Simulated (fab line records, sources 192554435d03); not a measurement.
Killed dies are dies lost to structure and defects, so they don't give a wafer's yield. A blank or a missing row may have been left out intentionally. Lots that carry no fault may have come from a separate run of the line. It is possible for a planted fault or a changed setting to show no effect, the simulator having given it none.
Matching of chambers || flow n5-finfet || 4 sister chambers for N5_BEOL_M0_ETCH_138 on rie-diel-06
The step etches SiCN in CH3F/O2, target depth 12 nm, time 31.6 s. 8 wafers are shown with their chamber, then 9 later ones without.

== EACH WAFER AND ITS CHAMBER ==
{"wafer": "L078.4", "chamber": 2, "throttle-valve-pct (%)": 16.16, "showerhead-plenum-p-Torr (Torr)": 2.06}
{"wafer": "L081.2", "chamber": 1, "throttle-valve-pct (%)": 16.64, "showerhead-plenum-p-Torr (Torr)": 1.88}
{"wafer": "L081.5", "chamber": 0, "throttle-valve-pct (%)": 16.67, "showerhead-plenum-p-Torr (Torr)": 1.91}
{"wafer": "L082.1", "chamber": 2, "throttle-valve-pct (%)": 16.16, "showerhead-plenum-p-Torr (Torr)": 2.05}
{"wafer": "L083.6", "chamber": 0, "throttle-valve-pct (%)": 16.71, "showerhead-plenum-p-Torr (Torr)": 1.91}
{"wafer": "L089.2", "chamber": 1, "throttle-valve-pct (%)": 16.17, "showerhead-plenum-p-Torr (Torr)": 2.13}
{"wafer": "L089.4", "chamber": 3, "throttle-valve-pct (%)": 16.20, "showerhead-plenum-p-Torr (Torr)": 2.00}
{"wafer": "L089.6", "chamber": 3, "throttle-valve-pct (%)": 16.21, "showerhead-plenum-p-Torr (Torr)": 2.00}

== WAFERS WITH NO CHAMBER GIVEN ==
{"wafer": "L092.2", "throttle-valve-pct (%)": 16.21, "showerhead-plenum-p-Torr (Torr)": 2.05}
{"wafer": "L092.3", "throttle-valve-pct (%)": 16.21, "showerhead-plenum-p-Torr (Torr)": 2.00}
{"wafer": "L092.4", "throttle-valve-pct (%)": 16.19, "showerhead-plenum-p-Torr (Torr)": 2.12}
{"wafer": "L093.1", "throttle-valve-pct (%)": 16.74, "showerhead-plenum-p-Torr (Torr)": 1.90}
{"wafer": "L093.3", "throttle-valve-pct (%)": 16.22, "showerhead-plenum-p-Torr (Torr)": 2.00}
{"wafer": "L093.4", "throttle-valve-pct (%)": 16.23, "showerhead-plenum-p-Torr (Torr)": 2.05}
{"wafer": "L096.1", "throttle-valve-pct (%)": 16.23, "showerhead-plenum-p-Torr (Torr)": 2.04}
{"wafer": "L096.4", "throttle-valve-pct (%)": 16.23, "showerhead-plenum-p-Torr (Torr)": 1.99}
{"wafer": "L096.6", "throttle-valve-pct (%)": 16.22, "showerhead-plenum-p-Torr (Torr)": 2.04}

== THE CHAMBER EACH PASSED THROUGH ==
{"wafer": "L092.2", "from the rows above": "can't be placed: 2 or 3 or 1", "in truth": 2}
{"wafer": "L092.3", "from the rows above": "can't be placed: 3 or 2 or 1", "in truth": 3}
{"wafer": "L092.4", "from the rows above": "can't be placed: 2 or 3 or 1", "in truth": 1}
{"wafer": "L093.1", "from the rows above": 0, "in truth": 0}
{"wafer": "L093.3", "from the rows above": "can't be placed: 3 or 2 or 1", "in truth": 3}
{"wafer": "L093.4", "from the rows above": "can't be placed: 2 or 3 or 1", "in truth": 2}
{"wafer": "L096.1", "from the rows above": "can't be placed: 2 or 3 or 1", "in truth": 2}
{"wafer": "L096.4", "from the rows above": "can't be placed: 3 or 2 or 1", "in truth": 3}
{"wafer": "L096.6", "from the rows above": "can't be placed: 2 or 3 or 1", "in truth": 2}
Placed correctly: 1 of 9. Cannot be placed on the basis of these rows: 8; the candidates contain the true chamber in 8. Placed wrongly: 0.
How it was worked out, from the rows above alone: a wafer's distance from a chamber is the root of the sum, over the readings, of the square of ((its reading less the chamber's mean) divided by the reading's scatter). If the next closest chamber is less than 2 further off than the closest, the wafer can't be placed; otherwise it belongs to the closest. The mean given for a chamber averages the wafers shown for that chamber. The scatter is the square root of a quotient: the sum, over the shown wafers, of each reading's squared deviation from its chamber's mean, divided by wafers minus chambers.
